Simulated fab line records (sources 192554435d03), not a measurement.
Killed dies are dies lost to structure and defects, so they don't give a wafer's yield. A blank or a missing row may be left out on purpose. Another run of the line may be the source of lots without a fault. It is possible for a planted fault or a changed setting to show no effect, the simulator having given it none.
What tool caused it? -- flow n5-finfet -- Sampling: 9 lots, 27 wafers, 6 of 1938 route steps

WHAT THE GAUGES READ, wafer by wafer
N5_HKMG_FIN_INSPECT_14: inspects for defects (macro).
lot,measured,on,raw-defect-count
L701,day 4 01:43,defect-inspect-02,2 1 0
L706,day 5 06:46,defect-inspect-02,3 5 5
L707,day 5 15:37,defect-inspect-01,3 3 3
L709,day 6 04:28,defect-inspect-02,1 1 3
L710,day 6 16:20,defect-inspect-01,>300 >300 >300
L712,day 7 00:44,defect-inspect-02,>300 >300 >300
L722,day 9 09:59,defect-inspect-02,2 5 2
L723,day 9 16:27,defect-inspect-01,0 0 2
L724,day 9 22:42,defect-inspect-02,3 0 4

N5_BEOL_M4_RC_MEAS_101.
lot,measured,on,DIBL_N (mV/V),DIBL_P (mV/V),IOFF_N (nA/um),IOFF_P (nA/um),ION_N (uA/um),ION_P (uA/um),SS_N (mV/dec),SS_P (mV/dec),VT_N (mV),VT_P (mV)
L701,day 7 15:28,prober-01,35.4 35.3 34.9,36.0 36.6 36.1,0.14 0.15 0.15,0.19 0.20 0.19,666 684 678,457 469 466,71.4 71.6 71.6,73.2 73.9 73.7,253 249 253,-255 -252 -252
L706,day 8 14:51,prober-02,37.3 33.8 35.5,37.5 33.5 36.1,0.18 0.12 0.15,0.23 0.17 0.21,680 677 683,470 471 476,71.2 70.7 72.1,72.8 71.7 72.8,247 255 250,-250 -253 -250
L707,day 9 10:17,prober-01,37.3 36.6 37.0,38.4 36.7 37.8,0.18 0.17 0.17,0.24 0.22 0.24,680 688 676,466 459 465,72.3 71.7 72.3,72.8 72.8 73.0,247 250 249,-251 -253 -248
L709,day 9 15:35,prober-02,37.4 35.1 32.3,38.4 34.8 33.3,0.18 0.14 0.11,0.24 0.18 0.16,660 658 657,460 445 457,72.2 71.9 70.5,73.5 72.8 72.1,251 254 255,-247 -251 -254
L710,day 10 07:46,prober-02,34.4 36.1 36.9,34.8 37.7 38.2,0.11 0.14 0.15,0.16 0.21 0.20,662 653 662,448 460 450,70.0 70.6 71.1,72.8 73.9 73.8,253 253 251,-257 -251 -253
L712,day 10 09:15,prober-01,35.8 35.6 34.2,36.3 34.7 33.9,0.16 0.15 0.13,0.20 0.17 0.17,684 666 657,464 450 448,71.3 71.1 71.1,72.9 72.7 72.1,249 249 251,-251 -253 -253
L722,day 13 03:38,prober-02,40.0 38.2 37.6,40.9 38.7 37.9,0.28 0.23 0.21,0.27 0.24 0.22,717 695 687,475 461 459,72.9 73.1 71.7,74.6 74.5 73.4,241 242 245,-250 -249 -251
L723,day 13 10:11,prober-02,36.2 37.3 37.5,35.1 36.3 37.0,0.14 0.16 0.16,0.17 0.18 0.20,662 677 673,447 458 458,71.2 72.1 71.5,73.8 73.9 74.2,253 249 247,-251 -254 -253
L724,day 13 10:06,prober-01,33.2 36.3 36.8,33.6 37.7 38.6,0.12 0.18 0.19,0.16 0.21 0.22,669 678 677,452 461 458,71.2 71.9 72.1,72.4 74.4 74.3,252 248 246,-256 -250 -253

WHAT TOOL EACH LOT RAN ON (gives the tool, then ch and the chambers of the sampled wafers, and finally the start)
lot,N5_HKMG_FIN_STRIP_57,N5_HKMG_FIN_WET_ETCH_76,N5_HKMG_FIN_CVD_62,N5_HKMG_FIN_STRIP_92
L701,"rie-diel-03 ch 1,2,3, day 3 22:37","wet-bench-05 ch 0,3,5, day 3 23:09","thermal-cvd-si-02 ch 0,1, day 4 00:04","rie-diel-03 ch 0,1,2, day 4 02:21"
L706,"rie-diel-01 ch 0,2,3, day 5 03:50","wet-bench-06 ch 0,3,4, day 5 04:22","thermal-cvd-si-01 ch 0,2, day 5 05:17","rie-diel-06 ch 0,1,2, day 5 07:15"
L707,"rie-diel-06 ch 0,2,3, day 5 12:19","wet-bench-06 ch 3,5,7, day 5 12:50","thermal-cvd-si-02 ch 1,2, day 5 13:46","rie-diel-03 ch 0,1,2, day 5 16:46"
L709,"rie-diel-06 ch 0,1,3, day 6 01:24","wet-bench-05 ch 0,2,3, day 6 01:56","thermal-cvd-si-02 ch 0,2, day 6 02:51","rie-diel-06 ch 0,2,3, day 6 04:56"
L710,"rie-diel-03 ch 0,1,2, day 6 13:21","wet-bench-05 ch 2,5,7, day 6 13:53","thermal-cvd-si-01 ch 0,1,2, day 6 14:48","rie-diel-06 ch 1,2,3, day 6 16:49"
L712,"rie-diel-03 ch 0,1,3, day 6 21:38","wet-bench-05 ch 0,1,3, day 6 22:10","thermal-cvd-si-01 ch 1,2, day 6 23:04","rie-diel-01 ch 0,1,3, day 7 01:22"
L722,"rie-diel-01 ch 0,2, day 9 06:55","wet-bench-05 ch 2,5,6, day 9 07:26","thermal-cvd-si-01 ch 0,1,2, day 9 08:22","rie-diel-01 ch 0,3, day 9 10:28"
L723,"rie-diel-01 ch 0,1,3, day 9 13:24","wet-bench-05 ch 0,6,7, day 9 13:56","thermal-cvd-si-02 ch 1,2, day 9 14:50","rie-diel-06 ch 0,3, day 9 17:08"
L724,"rie-diel-03 ch 0,1,2, day 9 19:38","wet-bench-05 ch 0,5,6, day 9 20:10","thermal-cvd-si-01 ch 0,1,2, day 9 21:06","rie-diel-06 ch 0,2,3, day 9 23:11"
- N5_HKMG_FIN_STRIP_57: strips in CF4.
- N5_HKMG_FIN_WET_ETCH_76: etches Al2O3 in dNH4OH, stops on La2O3, target depth 2.25 nm, rinse time 30 s.
- N5_HKMG_FIN_CVD_62: deposits a-Si from Si2H6, target thk 3 nm, time 20.8 s.
- N5_HKMG_FIN_STRIP_92: strips SOC in N2/H2, time 20 s.

WHAT THE TOOLS THEMSELVES READ (means of the sampled wafers that have a number; where no wafer has one, the mark that the record gives instead)
N5_HKMG_FIN_STRIP_57.
lot,tool,drypump-motor-current-A (A),oes-product-au (a.u.),rf-vpp-V (V),showerhead-plenum-p-Torr (Torr),throttle-valve-pct (%)
L701,rie-diel-03,5.5,0.75,270.4,1.77,13.60
L706,rie-diel-01,5.7,0.81,272.2,1.86,13.62
L707,rie-diel-06,5.1,0.79,270.3,1.78,13.51
L709,rie-diel-06,5.1,0.79,271.8,1.81,13.49
L710,rie-diel-03,5.6,0.74,270.5,1.77,13.59
L712,rie-diel-03,5.6,0.83,270.5,1.81,13.48
L722,rie-diel-01,5.4,0.74,271.6,1.81,13.88
L723,rie-diel-01,5.9,0.82,270.4,1.82,13.52
L724,rie-diel-03,5.6,0.72,271.5,1.77,13.67

N5_HKMG_FIN_CVD_62.
lot,tool,heater-power-w (W)
L701,thermal-cvd-si-02,1216
L706,thermal-cvd-si-01,1346
L707,thermal-cvd-si-02,1634
L709,thermal-cvd-si-02,1440
L710,thermal-cvd-si-01,1320
L712,thermal-cvd-si-01,1223
L722,thermal-cvd-si-01,1298
L723,thermal-cvd-si-02,1410
L724,thermal-cvd-si-01,1329

N5_HKMG_FIN_STRIP_92.
lot,tool,drypump-motor-current-A (A),n2-flow-sccm (sccm),oes-product-au (a.u.),rf-vpp-V (V),showerhead-plenum-p-Torr (Torr),throttle-valve-pct (%)
L701,rie-diel-03,5.6,300.6,0.77,54.0,3.32,19.0
L706,rie-diel-06,5.2,300.1,0.80,54.9,3.38,19.3
L707,rie-diel-03,5.7,300.2,0.76,53.8,3.32,19.0
L709,rie-diel-06,5.0,300.6,0.80,54.1,3.35,19.4
L710,rie-diel-06,5.2,300.0,0.82,54.4,3.31,19.2
L712,rie-diel-01,6.0,300.7,0.77,54.0,3.39,19.1
L722,rie-diel-01,6.2,299.5,0.81,54.0,3.47,18.8
L723,rie-diel-06,5.0,300.2,0.75,53.5,3.40,19.5
L724,rie-diel-06,5.0,300.6,0.77,54.6,3.33,19.5

THE ANSWER, worked out from the rows above alone
Rule: the usual values come from the lots themselves. Put in order of their means at a reading, lots are off if they are a third of the lots or fewer, leave a main group of 4 or more, and stand apart from it by a gap of 3 or more times the standard deviation of the main group's means; of several such gaps the widest counts. Not used: any main group whose means are identical at the precision the tables above print for the reading. A lot without any number at a reading at which 4 lots or more have one is off too. All remaining lots with rows at the step are treated as sound. After the gauges, taken in route order, come the tools' own readings; for these a lot's mean is taken, as printed above. At the first step where some lot is off, the reading lying furthest off is the one used; lots without a number count as furthest.
Off, at N5_HKMG_FIN_INSPECT_14 on raw-defect-count: L710, L712. Without a number there: L710, L712. The main group has a mean of 2.3 with a standard deviation of 1.2.
If a tool, at a process step before that reading, ran all the lots that are off and no sound lot after the first of them, it fits. Gauges at N5_HKMG_FIN_INSPECT_14: tried the same way as those tools. Not one of the candidates tried fits.

WHAT HAD BEEN PUT IN BY THE SIMULATOR
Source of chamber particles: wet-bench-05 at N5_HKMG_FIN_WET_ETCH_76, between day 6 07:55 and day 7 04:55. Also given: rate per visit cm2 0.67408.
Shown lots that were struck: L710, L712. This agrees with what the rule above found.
